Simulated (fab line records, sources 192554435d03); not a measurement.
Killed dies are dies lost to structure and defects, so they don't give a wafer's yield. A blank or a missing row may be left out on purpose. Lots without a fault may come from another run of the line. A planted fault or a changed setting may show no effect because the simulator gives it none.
A struck lot beside a sound one | flow n5_finfet | 15 steps out of a route of 1938
Sound: wafers L615.1, L615.3, L615.6. Struck: wafer L619.2. (L619.3 of the same lot was not struck and is left out.) The cause comes at the end.
At each step with rows: each side's tool, then ch and its chambers, then its first start. Under that, the readings that differ: sound wafers | struck wafers | difference of the means | sigmas: that difference in standard deviations of wafers without a fault.
alike: readings whose means differ by less than 2 such deviations, and words and numbers that are the same on both sides. not compared: withheld readings, readings that some wafer has no value for, bounds like >300 that may hide the same value, and numbers for which the record gives no deviation and whose values overlap.
The two part at a step that has a row with sigmas, a row that says differs or no value, or rows on one side only. Numbers that don't overlap but have no deviation are shown without sigmas and don't part them. A reading that every wafer of one side lacks parts them only if that side has two wafers or more.

N5_SD_ACTIVATION_RS_MEAS_03: measures by four-point-probe.
  sound on film_metro-02, day 6 02:25; struck on film_metro-02, day 7 02:20
  alike: RS_SD_N, RS_SD_P
N5_SD_ACTIVATION_INSPECT_02: inspects for defects (darkfield).
  sound on defect_inspect-02, day 6 02:44; struck on defect_inspect-01, day 7 02:38
  alike: raw_defect_count
N5_ILD0_LINER_00: material SiNx, target thk 4 nm, pulse time 1 s, purge time 2 s.
  sound on ald_sin-04 ch 0,3, day 6 02:46; struck on ald_sin-04 ch 0, day 7 02:46
  alike: heater_power_w, precursor_pulse_height_rel
then, 2 steps without rows for these wafers: N5_ILD0_FCVD_FILL_01 (material SiO2 flowable, target thk 200 nm, time 328.3 s); N5_ILD0_CURE_02 (time 1800 s).
N5_ILD0_CMP_03: polishes, stops on SiNx, t overpolish 1.9 s, target thk 197.38 nm.
  sound on cmp-02 ch 0,1,3, day 6 05:13; struck on cmp-02 ch 2, day 7 05:07
  alike: motor_current_A, overpolish_run_s, platen_rpm, slurry_filter_dp_kPa, time_to_endpoint_s
N5_ILD0_THK_MEAS_04:
  sound on film_metro-02, day 6 05:26; struck on film_metro-02, day 7 05:25
  alike: thk_nm
N5_ILD0_CMP_07: polishes SiO2 flowable, stops on poly-Si, t overpolish 1.18 s, target thk 138.88 nm.
  sound on cmp-01 ch 1,2,3, day 6 05:30; struck on cmp-02 ch 1, day 7 05:26
  alike: motor_current_A, platen_rpm, slurry_filter_dp_kPa
N5_ILD0_THK_MEAS_08:
  sound on film_metro-02, day 6 05:46; struck on film_metro-01, day 7 05:44
  alike: thk_nm
then, 1 step without rows for these wafers: N5_ILD0_PRECLEAN_10 (cleans in NF3:NH3, afs cycles 5, time 20 s, sublimation time 60 s).
N5_ILD0_ALD_15: deposits SiNx, target thk 24 nm, pulse time 1 s, ald cycles 480.
  sound on ald_sin-03 ch 1,2,3, day 6 06:43; struck on ald_sin-04 ch 1, day 7 06:56
  alike: heater_power_w, precursor_pulse_height_rel
N5_ILD0_CMP_12: polishes SiNx, stops on poly-Si, t overpolish 6 s, target thk 17.67 nm.
  sound on cmp-03 ch 2,3, day 6 08:55; struck on cmp-02 ch 3, day 7 09:08
  reading                | sound             | struck | difference | sigmas
  motor_current_A (A)    | 9.1 11.1 10.8     | 8.5    | -1.8       | -2
  platen_rpm (rpm)       | 51.83 51.85 51.79 | 51.76  | -0.06      | -2
  time_to_endpoint_s (s) | 27.9 26.8 27.9    | 14.7   | -12.8      | -6
  alike: overpolish_run_s, slurry_filter_dp_kPa
N5_ILD0_THK_MEAS_13:
  sound on film_metro-01, day 6 09:13; struck on film_metro-02, day 7 09:26
  reading     | sound          | struck | difference | sigmas
  thk_nm (nm) | 17.8 17.0 17.6 | 15.1   | -2.4       | -3
-- the record jumps here: 4 days lie between the struck wafers' starts before and after (it left off in module ILD0 and takes up again in module BEOL_M4, whose first step shown is number 1111 of the route) --
N5_BEOL_M4_RC_MEAS_101:
  sound on prober-02 ch 0, day 10 11:11; struck on prober-01 ch 0, day 11 20:44
  alike: DIBL_N, DIBL_P, IOFF_N, IOFF_P, ION_N, ION_P, SS_N, SS_P, VT_N, VT_P
then, 1 step without rows for these wafers: N5_PASSIVATION_PROBE_49.

WHERE THEY PART
First at N5_ILD0_CMP_12; last, within this record, at N5_ILD0_THK_MEAS_13. Later steps at which nothing parts them and some readings are alike: N5_BEOL_M4_RC_MEAS_101.

WHY: what the simulator had put in
Process parameter drift: cmp-02, from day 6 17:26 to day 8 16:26, at N5_ILD0_CMP_12. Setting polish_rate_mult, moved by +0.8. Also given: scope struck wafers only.
